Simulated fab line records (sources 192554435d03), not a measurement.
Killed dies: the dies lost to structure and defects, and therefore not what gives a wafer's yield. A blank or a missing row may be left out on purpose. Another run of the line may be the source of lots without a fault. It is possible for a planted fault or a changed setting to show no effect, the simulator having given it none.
Which tool is to blame? | flow n5 finfet | 12 lots with 36 wafers sampled at 2 steps, on a route of 1938 steps

WHAT THE GAUGES SHOWED, per wafer
N5_BEOL_M13_CD_MEAS_28 targets a cd of 209.5 nm.
lot  | measured     | on        | cd nm (nm)
L178 | day 10 10:17 | cd sem-03 | 210.2 210.8 208.6
L180 | day 11 02:34 | cd sem-03 | 208.6 209.5 207.4
L179 | day 11 02:50 | cd sem-03 | 209.4 207.6 208.0
L181 | day 11 10:47 | cd sem-01 | 209.1 208.3 209.7
L182 | day 11 12:22 | cd sem-01 | 208.8 211.0 211.0
L185 | day 12 04:20 | cd sem-01 | 211.2 209.8 212.3
L184 | day 12 12:25 | cd sem-02 | 210.6 208.1 209.0
L186 | day 12 12:41 | cd sem-02 | 210.3 208.3 208.6
L190 | day 13 15:57 | cd sem-02 | 210.0 209.8 210.6
L194 | day 15 06:59 | cd sem-02 | 209.7 210.3 212.2
L196 | day 15 07:21 | cd sem-03 | 211.0 210.1 211.8
L201 | day 16 11:50 | cd sem-03 | 210.2 209.7 210.2

N5_BEOL_M13_OCD_MEAS_35.
lot  | measured     | on     | trench depth nm (nm)
L178 | day 10 11:16 | ocd-01 | 412 415 417
L180 | day 11 03:22 | ocd-02 | 412 415 410
L179 | day 11 03:30 | ocd-01 | 419 421 417
L181 | day 11 11:26 | ocd-01 | 408 417 416
L182 | day 11 13:23 | ocd-02 | 410 412 403
L185 | day 12 05:00 | ocd-02 | 403 398 404
L184 | day 12 13:10 | ocd-02 | 410 415 413
L186 | day 12 15:03 | ocd-02 | 407 411 414
L190 | day 13 16:37 | ocd-02 | 417 415 412
L194 | day 15 07:39 | ocd-02 | 420 395 410
L196 | day 15 08:07 | ocd-02 | 418 409 411
L201 | day 16 12:30 | ocd-01 | 414 419 404

WHAT TOOL EACH LOT RAN ON (gives the tool, then ch and the chambers of the sampled wafers, and finally the start)
There is no process step in the record ahead of these readings.

WHAT THE TOOLS THEMSELVES READ (means of the sampled wafers that have a number; where no wafer has one, the mark that the record gives instead)
The record holds no such reading with a usual standard deviation.

THE ANSWER, worked out from the rows above alone
Rule: the usual values come from the lots themselves. The widest of any qualifying gaps counts: lots, ordered by their means at a reading, are off when they make up no more than a third of the lots, leave a main group of 4 or more, and stand apart from it by 3 or more times the standard deviation of that group's means. A main group is skipped when, at the precision printed for the reading in the tables above, its means are all equal. A lot without any number at a reading at which 4 lots or more have one is off too. Where the step has rows for the other lots, those lots are counted as sound. The gauges are gone through in route order, then the tools' own readings, and for those a lot's mean is taken as printed above. At the first step where some lot is off, the reading lying furthest off is the one used; lots without a number count as furthest.
Across all readings shown, no lot is off: no conclusion can be drawn from this.

WHAT THE SIMULATOR PUT IN
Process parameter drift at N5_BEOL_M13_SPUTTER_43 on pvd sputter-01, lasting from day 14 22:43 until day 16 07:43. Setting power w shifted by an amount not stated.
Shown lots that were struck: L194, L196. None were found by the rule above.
